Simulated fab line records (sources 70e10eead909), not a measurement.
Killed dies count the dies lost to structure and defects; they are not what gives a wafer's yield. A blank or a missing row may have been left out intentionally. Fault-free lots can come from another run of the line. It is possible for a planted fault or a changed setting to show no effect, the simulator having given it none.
A struck lot beside a sound one ; flow nand harc ; 13 steps out of a route of 1159
Sound: these wafers, L727.1, L727.2, L727.6. The struck wafers were L733.1, L733.2, L733.6. The cause is named last.
Order at every step that has rows: each side's tool, ch and its chambers, its first start. Under that, the readings that differ: sound wafers ; struck wafers ; difference of the means ; sigmas: that difference in standard deviations of wafers without a fault.
alike: a reading whose means differ by less than 2 such deviations, as well as words and numbers matching on both sides. not compared: withheld readings; readings where some wafer has no value; bounds like >300 that might hide an equal value; numbers whose values overlap and for which the record gives no deviation.
The two part at a step that has a row with sigmas, a row that says differs or no value, or rows on one side only. Numbers that have no deviation but don't overlap get no sigmas and don't part them. A reading that every wafer of one side lacks parts them only if that side has two wafers or more.

NHARC_A_CONTACT_CVD_19: deposits W, target thk 300 nm, time 802 s.
  sound on cvd w-01 ch 0,1; struck on cvd w-02 ch 0,1
  alike: chamber pressure Torr, heater power outer w, heater power w, throttle valve pct
NHARC_A_CONTACT_CMP_20: polishes, t overpolish 30 s, target thk 300 nm.
  sound on cmp-02 ch 2,3, day 19 19:35; struck on cmp-04 ch 2,3, day 21 02:13
  alike: motor current A, overpolish run s, slurry flow ml min, time to endpoint s
after that, 1 step had no rows for these wafers: NHARC_A_CONTACT_SRD_22.
NHARC_A_CONTACT_INSPECT_23:
  sound on defect inspect-01, day 19 19:59; struck on defect inspect-01, day 21 02:37
  alike: raw defect count
then, 7 steps without rows for these wafers: NHARC_A_BLC_DEHYDRATE_00 (time 120 s); NHARC_A_BLC_HMDS_01 (time 30 s); NHARC_A_BLC_COAT_02 (time 75 s); NHARC_A_BLC_COAT_03 (time 65 s); NHARC_A_BLC_COAT_04 (resist thk 90 nm); NHARC_A_BLC_SOFTBAKE_05 (time 55 s); NHARC_A_BLC_EBR_06.
NHARC_A_BLC_EXPOSE_07: exposes mask A BLC, target cd 100 nm.
  struck on arfi scanner-03, day 21 02:59; sound on arfi scanner-01 ch 0, day 19 20:22
  no value came back on the struck wafers for exposure dose mJ cm2, focus offset nm (nm); on the sound wafers exposure dose mJ cm2 reads 68.06 67.99 68.00
  alike: mask
then, 1 step without rows for these wafers: NHARC_A_BLC_PEB_08 (peb time 65 s).

WHERE THEY PART
At NHARC_A_BLC_EXPOSE_07 and nowhere else, as far as this record goes.

WHY: what the simulator had put in
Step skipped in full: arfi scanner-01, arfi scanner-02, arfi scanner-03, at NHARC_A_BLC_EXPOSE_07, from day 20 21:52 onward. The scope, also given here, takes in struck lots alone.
